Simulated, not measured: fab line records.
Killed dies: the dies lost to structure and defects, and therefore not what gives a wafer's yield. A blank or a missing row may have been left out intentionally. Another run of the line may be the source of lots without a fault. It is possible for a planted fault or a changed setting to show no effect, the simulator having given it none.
A struck lot beside a sound one / flow n5-finfet / 33 steps out of a route of 1938
Sound: these wafers, L283.4, L283.5, L283.6. Struck: wafers L297.1, L297.6 (left out: L297.4, a lot-mate that was not struck); the cause follows at the end.
Order at every step that has rows: each side's tool, ch and its chambers, its first start. Under that, the readings that differ: sound wafers / struck wafers / difference of the means / sigmas: that difference in standard deviations of wafers without a fault.
alike: same words and numbers on both sides, and readings whose means sit less than 2 such deviations apart. not compared: any withheld reading, any reading some wafer has no value for, any bound like >300 that may hide the same value, and any number with overlapping values for which the record gives no deviation.
The two part at a step that has a row with sigmas, a row that says differs or no value, or rows on one side only. When numbers do not overlap yet have no deviation, they are printed without sigmas and do not part them. A reading missing from all wafers of one side parts the sides only when that side holds two or more wafers.

first, 9 steps without rows for these wafers: N5_BEOL_M4_ILD_DEP_00 (deposits SiOC from DEMS/O2, target thk 79 nm, time 15.3 s); N5_BEOL_M4_PECVD_72 (deposits SiO2 from TEOS/O2, target thk 16 nm, time 18 s); N5_BEOL_M4_HM_DEP_02 (deposits TiN, target thk 20 nm); N5_BEOL_M4_COAT_61 (time 60 s, resist thk 60 nm); N5_BEOL_M4_COAT_62 (time 60 s, resist thk 12 nm); N5_BEOL_M4_COAT_73 (time 60 s, resist thk 5 nm); N5_BEOL_M4_COAT_05 (resist thk 30 nm); N5_BEOL_M4_EBR_07; N5_BEOL_M4_SOFTBAKE_06 (time 60 s).
N5_BEOL_M4_EXPOSE_08: exposes mask M4.
  sound on euv-scanner-02 ch 0, day 7 10:32; struck on euv-scanner-02 ch 0, day 10 23:57
  alike: mask, stage-msd-nm
then, 22 steps without rows for these wafers: N5_BEOL_M4_PEB_09 (peb time 60 s); N5_BEOL_M4_DEVELOP_10 (develop time 30 s); N5_BEOL_M4_DESCUM_16 (chemistry O2, time 7 s); N5_BEOL_M4_ETCH_74 (etches underlayer in N2/H2, target depth 6.5 nm, time 5.2 s); N5_BEOL_M4_ETCH_63 (etches SiARC in CF4, target depth 15.6 nm, time 26 s); N5_BEOL_M4_ETCH_64 (etches SOC in N2/H2, target depth 75 nm, overetch 22.5 nm, time 121.9 s); N5_BEOL_M4_STRIP_65 (strips in N2/H2); N5_BEOL_M4_STRIP_75 (strips in N2/H2); N5_BEOL_M4_STRIP_66 (strips in CF4); N5_BEOL_M4_HM_OPEN_17 (chemistry Cl2/BCl3, target TiN, target depth 20 nm, overetch 6 nm); N5_BEOL_M4_STRIP_19 (strips in O2); N5_BEOL_M4_COAT_67 (time 60 s, resist thk 60 nm); N5_BEOL_M4_COAT_68 (time 60 s, resist thk 12 nm); N5_BEOL_M4_COAT_76 (time 60 s, resist thk 5 nm); N5_BEOL_M4_COAT_22 (resist thk 30 nm); N5_BEOL_M4_EBR_24; N5_BEOL_M4_SOFTBAKE_23 (time 60 s); N5_BEOL_M4_EXPOSE_25 (exposes mask V3, defocus 5 nm); N5_BEOL_M4_PEB_26 (peb time 60 s); N5_BEOL_M4_DEVELOP_27 (develop time 30 s); N5_BEOL_M4_DESCUM_33 (chemistry O2, time 7 s); N5_BEOL_M4_ETCH_77 (etches underlayer in N2/H2, target depth 6.5 nm, time 5.2 s).
-- the record jumps here: 5 days lie between the struck wafers' starts before and after (it left off in module BEOL_M4 and takes up again in module PASSIVATION, whose first step shown is number 1936 of the route) --
N5_PASSIVATION_PROBE_49:
  sound on prober-01, day 12 06:43; struck on prober-02, day 16 03:42
reading=defect-limited-yield (%); sound=91.0 92.1 93.4; struck=88.5 89.7; difference=-3.1; sigmas=-2
reading=killed_at_M4_up; sound=20 7 22; struck=32 42; difference=+21; sigmas=+4
reading=killed-dies; sound=106 93 78; struck=136 122; difference=+37; sigmas=+2
reading=sort_bin_6_memory (%); sound=4.5 3.6 2.9; struck=5.3 4.7; difference=+1.3; sigmas=+2
reading=sort-n-pass; sound=1074 1087 1102; struck=1044 1058; difference=-37; sigmas=-2
reading=sort-yield-pct (%); sound=91.0 92.1 93.4; struck=88.5 89.7; difference=-3.1; sigmas=-2
  alike: killed_at_M0_to_M3, killed-at-contacts, killed-at-front-end, killed-at-other, killed-open, killed-short, sort_bin_5_function

WHERE THEY PART
Only at N5_PASSIVATION_PROBE_49, as far as this record shows.

WHY: whatever the simulator had introduced
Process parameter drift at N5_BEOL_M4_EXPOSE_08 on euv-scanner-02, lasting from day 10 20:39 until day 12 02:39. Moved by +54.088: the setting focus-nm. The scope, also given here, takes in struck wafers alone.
